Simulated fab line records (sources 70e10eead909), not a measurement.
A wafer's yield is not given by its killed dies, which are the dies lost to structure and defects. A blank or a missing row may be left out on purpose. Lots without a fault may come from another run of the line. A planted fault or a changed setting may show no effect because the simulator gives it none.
2 desks, one fault -- flow nand harc -- each desk holds nothing but its own numbers, with what lay behind them at the end

## TOOL OWNER'S DESK, rie diel-06
The tool's own readings at NHARC_THIN_TSV_DESCUM_35 (chemistry O2, time 3 s): means of the sampled wafers that have a number, for each lot that ran on this tool. The brackets show how far a lot's mean lies from the usual mean; more than 4 standard deviations puts the lot out of limits, marked OUT.
Columns: A = drypump motor current A at NHARC_THIN_TSV_DESCUM_35, usual 5.8 A; B = oes product au at NHARC_THIN_TSV_DESCUM_35, usual 1.000 a.u.; C = rf vpp V at NHARC_THIN_TSV_DESCUM_35, usual 57.7 V; D = run length s at NHARC_THIN_TSV_DESCUM_35, usual 23.9 s; E = showerhead plenum p Torr at NHARC_THIN_TSV_DESCUM_35, usual 1.91 Torr; F = throttle valve pct at NHARC_THIN_TSV_DESCUM_35, usual 11.311 %
lot,first seen here,A,B,C,D,E,F
L592,day 19 17:04,5.3,0.998,59.0,24.2,1.96,11.317
L590,day 19 18:40,5.6,0.999,57.8,23.7,1.86,11.311
L591,day 19 22:56,5.5,1.005,57.2,23.6,1.91,11.317
L598,day 21 01:20,5.5,0.988,58.0,23.4,1.94,11.318
This desk's verdict: no lot among the 4 shows anything out of limits.

## THE METROLOGY DESK
Means of the sampled wafers that have a number, per lot and without regard to the tool the lot ran on: this is what the gauges read. The brackets show how far a lot's mean lies from the usual mean; more than 4 standard deviations puts the lot out of limits, marked OUT.
Columns: A = cd nm at NHARC_THIN_TSV_CD_MEAS_12, usual 1000.6 nm
lot,first seen here,A
L589,day 18 23:11,998.2
L592,day 19 10:55,1001.2
L590,day 19 12:26,1000.9
L591,day 19 16:31,999.6
L598,day 20 19:08,1001.0
L601,day 21 12:38,1000.3
L605,day 22 13:23,1000.7
L603,day 22 14:44,1001.2
L607,day 23 06:43,1001.1
L611,day 23 15:44,1002.2
L612,day 23 16:55,1001.3
L610,day 24 06:16,1000.7
This desk's verdict: no lot among the 12 shows anything out of limits.

## TAKEN TOGETHER
The desk of the tool owner found nothing out of limits.
The metrology desk saw nothing out of limits.

## WHAT THE SIMULATOR PUT IN
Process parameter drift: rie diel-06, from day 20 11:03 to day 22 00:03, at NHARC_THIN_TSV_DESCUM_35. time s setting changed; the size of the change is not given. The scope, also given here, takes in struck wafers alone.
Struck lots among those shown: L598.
